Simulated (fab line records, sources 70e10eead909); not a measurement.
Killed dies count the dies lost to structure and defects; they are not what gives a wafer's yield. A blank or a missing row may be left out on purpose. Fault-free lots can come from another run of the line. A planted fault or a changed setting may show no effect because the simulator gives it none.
Tool commonality check :: flow nandHarc :: 12 lots, 36 wafers sampled

REASON IT WAS OPENED
Flagged at NHARC_A_CONTACT_CD_MEAS_69: reading cdNm, on 2 of 12 lots. Wafers without a fault read 200.3 nm, standard deviation 0.5.
Rule: a lot is flagged when every wafer of it that has a number lies more than 4 standard deviations from that mean, or none has a number. The other lots count as sound.

lot: L508
measured: day 16 14:44
on: cdSem-02
cdNm (nm), wafer by wafer: 200.5 200.3 201.0
flag: 

lot: L512
measured: day 17 01:49
on: cdSem-01
cdNm (nm), wafer by wafer: 200.4 200.8 201.2
flag: 

lot: L510
measured: day 17 07:26
on: cdSem-01
cdNm (nm), wafer by wafer: 201.1 200.7 201.1
flag: 

lot: L514
measured: day 17 08:04
on: cdSem-02
cdNm (nm), wafer by wafer: 200.9 199.9 200.4
flag: 

lot: L511
measured: day 17 13:35
on: cdSem-02
cdNm (nm), wafer by wafer: 199.5 200.5 199.2
flag: 

lot: L515
measured: day 18 15:13
on: cdSem-03
cdNm (nm), wafer by wafer: 200.4 200.5 200.1
flag: 

lot: L516
measured: day 18 15:32
on: cdSem-01
cdNm (nm), wafer by wafer: 189.5 189.2 188.4
flag: FLAGGED

lot: L523
measured: day 20 14:01
on: cdSem-03
cdNm (nm), wafer by wafer: 190.5 190.7 191.0
flag: FLAGGED

lot: L524
measured: day 20 19:35
on: cdSem-02
cdNm (nm), wafer by wafer: 200.5 200.6 200.0
flag: 

lot: L529
measured: day 21 03:16
on: cdSem-03
cdNm (nm), wafer by wafer: 200.0 200.9 200.6
flag: 

lot: L525
measured: day 21 09:01
on: cdSem-01
cdNm (nm), wafer by wafer: 199.5 200.4 199.9
flag: 

lot: L531
measured: day 22 11:43
on: cdSem-01
cdNm (nm), wafer by wafer: 200.5 200.9 200.1
flag: 
The numbers of the flagged lots are 189.9 nm on average: -10.4 nm against the usual, or -21 standard deviations.

TOOL THAT RAN EACH LOT
The record holds 3 process steps before the reading, out of a route of 1159 steps. Each cell gives the tool, then ch followed by the chambers the sampled wafers passed through, then the start.
lot: L508
flag: 
NHARC_A_CONTACT_ETCH_116: harCapEtch-01 ch 0,1, day 16 09:20
NHARC_A_CONTACT_ETCH_121: harCapEtch-01 ch 0,1, day 16 09:48
NHARC_A_CONTACT_EXPOSE_66: arfiScanner-01 ch 0, day 16 14:36

lot: L512
flag: 
NHARC_A_CONTACT_ETCH_116: harCapEtch-01 ch 1, day 16 20:32
NHARC_A_CONTACT_ETCH_121: harCapEtch-01 ch 1, day 16 20:59
NHARC_A_CONTACT_EXPOSE_66: arfiScanner-01 ch 0, day 17 01:41

lot: L510
flag: 
NHARC_A_CONTACT_ETCH_116: harCapEtch-03 ch 0,1, day 17 02:11
NHARC_A_CONTACT_ETCH_121: harCapEtch-03 ch 0,1, day 17 02:38
NHARC_A_CONTACT_EXPOSE_66: arfiScanner-02 ch 0, day 17 07:18

lot: L514
flag: 
NHARC_A_CONTACT_ETCH_116: harCapEtch-02 ch 0,1, day 17 03:01
NHARC_A_CONTACT_ETCH_121: harCapEtch-02 ch 0,1, day 17 03:29
NHARC_A_CONTACT_EXPOSE_66: arfiScanner-03 ch 0, day 17 07:55

lot: L511
flag: 
NHARC_A_CONTACT_ETCH_116: harCapEtch-01 ch 0, day 17 08:40
NHARC_A_CONTACT_ETCH_121: harCapEtch-01 ch 0, day 17 09:07
NHARC_A_CONTACT_EXPOSE_66: arfiScanner-01 ch 0, day 17 13:27

lot: L515
flag: 
NHARC_A_CONTACT_ETCH_116: harCapEtch-02 ch 0,1, day 18 09:55
NHARC_A_CONTACT_ETCH_121: harCapEtch-02 ch 0,1, day 18 10:22
NHARC_A_CONTACT_EXPOSE_66: arfiScanner-02 ch 0, day 18 15:05

lot: L516
flag: FLAGGED
NHARC_A_CONTACT_ETCH_116: harCapEtch-01 ch 0,1, day 18 10:13
NHARC_A_CONTACT_ETCH_121: harCapEtch-01 ch 0,1, day 18 10:40
NHARC_A_CONTACT_EXPOSE_66: arfiScanner-01 ch 0, day 18 15:24

lot: L523
flag: FLAGGED
NHARC_A_CONTACT_ETCH_116: harCapEtch-02 ch 0,1, day 20 09:10
NHARC_A_CONTACT_ETCH_121: harCapEtch-02 ch 0,1, day 20 09:38
NHARC_A_CONTACT_EXPOSE_66: arfiScanner-01 ch 0, day 20 13:53

lot: L524
flag: 
NHARC_A_CONTACT_ETCH_116: harCapEtch-01 ch 0,1, day 20 13:57
NHARC_A_CONTACT_ETCH_121: harCapEtch-01 ch 0,1, day 20 14:24
NHARC_A_CONTACT_EXPOSE_66: arfiScanner-03 ch 0, day 20 19:26

lot: L529
flag: 
NHARC_A_CONTACT_ETCH_116: harCapEtch-01 ch 0,1, day 20 21:37
NHARC_A_CONTACT_ETCH_121: harCapEtch-01 ch 0,1, day 20 22:04
NHARC_A_CONTACT_EXPOSE_66: arfiScanner-03 ch 0, day 21 03:07

lot: L525
flag: 
NHARC_A_CONTACT_ETCH_116: harCapEtch-01 ch 0,1, day 20 23:41
NHARC_A_CONTACT_ETCH_121: harCapEtch-01 ch 0,1, day 21 00:08
NHARC_A_CONTACT_EXPOSE_66: arfiScanner-02 ch 0, day 21 08:53

lot: L531
flag: 
NHARC_A_CONTACT_ETCH_116: harCapEtch-03 ch 0,1, day 22 04:19
NHARC_A_CONTACT_ETCH_121: harCapEtch-03 ch 0,1, day 22 04:46
NHARC_A_CONTACT_EXPOSE_66: arfiScanner-03 ch 0, day 22 11:34
These steps, and what they do:
- NHARC_A_CONTACT_ETCH_116: etches the open film in C4F8/O2/Ar, time 94 s, target depth 922 nm.
- NHARC_A_CONTACT_ETCH_121: etches the open film in C4F8/O2/Ar, time 94 s, target depth 922 nm.
- NHARC_A_CONTACT_EXPOSE_66: exposes mask A CC 2.
- NHARC_A_CONTACT_CD_MEAS_69: target cd 200 nm.

FLAGGED AGAINST TOTAL, ONE TOOL AT A TIME (gauges that did the reading follow at the end)
step: NHARC_A_CONTACT_ETCH_116
tool: harCapEtch-01
lots run: 7
flagged: 1
share of the flagged lots: some
sound lots run after its first flagged lot: 3 (L524,L529,L525)

step: NHARC_A_CONTACT_ETCH_116
tool: harCapEtch-02
lots run: 3
flagged: 1
share of the flagged lots: some
sound lots run after its first flagged lot: 0

step: NHARC_A_CONTACT_ETCH_116
tool: harCapEtch-03
lots run: 2
flagged: 0
share of the flagged lots: none
sound lots run after its first flagged lot: -

step: NHARC_A_CONTACT_ETCH_121
tool: harCapEtch-01
lots run: 7
flagged: 1
share of the flagged lots: some
sound lots run after its first flagged lot: 3 (L524,L529,L525)

step: NHARC_A_CONTACT_ETCH_121
tool: harCapEtch-02
lots run: 3
flagged: 1
share of the flagged lots: some
sound lots run after its first flagged lot: 0

step: NHARC_A_CONTACT_ETCH_121
tool: harCapEtch-03
lots run: 2
flagged: 0
share of the flagged lots: none
sound lots run after its first flagged lot: -

step: NHARC_A_CONTACT_EXPOSE_66
tool: arfiScanner-01
lots run: 5
flagged: 2
share of the flagged lots: all
sound lots run after its first flagged lot: 0

step: NHARC_A_CONTACT_EXPOSE_66
tool: arfiScanner-02
lots run: 3
flagged: 0
share of the flagged lots: none
sound lots run after its first flagged lot: -

step: NHARC_A_CONTACT_EXPOSE_66
tool: arfiScanner-03
lots run: 4
flagged: 0
share of the flagged lots: none
sound lots run after its first flagged lot: -

step: NHARC_A_CONTACT_CD_MEAS_69
tool: cdSem-01
lots run: 5
flagged: 1
share of the flagged lots: some
sound lots run after its first flagged lot: 2 (L525,L531)

step: NHARC_A_CONTACT_CD_MEAS_69
tool: cdSem-02
lots run: 4
flagged: 0
share of the flagged lots: none
sound lots run after its first flagged lot: -

step: NHARC_A_CONTACT_CD_MEAS_69
tool: cdSem-03
lots run: 3
flagged: 1
share of the flagged lots: some
sound lots run after its first flagged lot: 1 (L529)

WHAT THE TABLE PERMITS
All flagged lots share 1 row of the table, namely arfiScanner-01 at NHARC_A_CONTACT_EXPOSE_66.
- arfiScanner-01 at NHARC_A_CONTACT_EXPOSE_66 ran 5 lots, 2 of them flagged. Its last sound lot is L511 (day 17 13:27), its first flagged lot L516 (day 18 15:24): a fault that began between those two fits. Its own readings (exposureDoseMJCm2) fall more than 4 standard deviations out on all wafers of the flagged lots.
arfiScanner-01 at NHARC_A_CONTACT_EXPOSE_66 is the single tool remaining.

WHAT WAS PUT IN BY THE SIMULATOR
Process parameters drifting: arfiScanner-01 at NHARC_A_CONTACT_EXPOSE_66, beginning at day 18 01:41. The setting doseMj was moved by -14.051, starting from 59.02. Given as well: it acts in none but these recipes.
Lots struck among those shown: L516, L523. This agrees with what the rule above found.
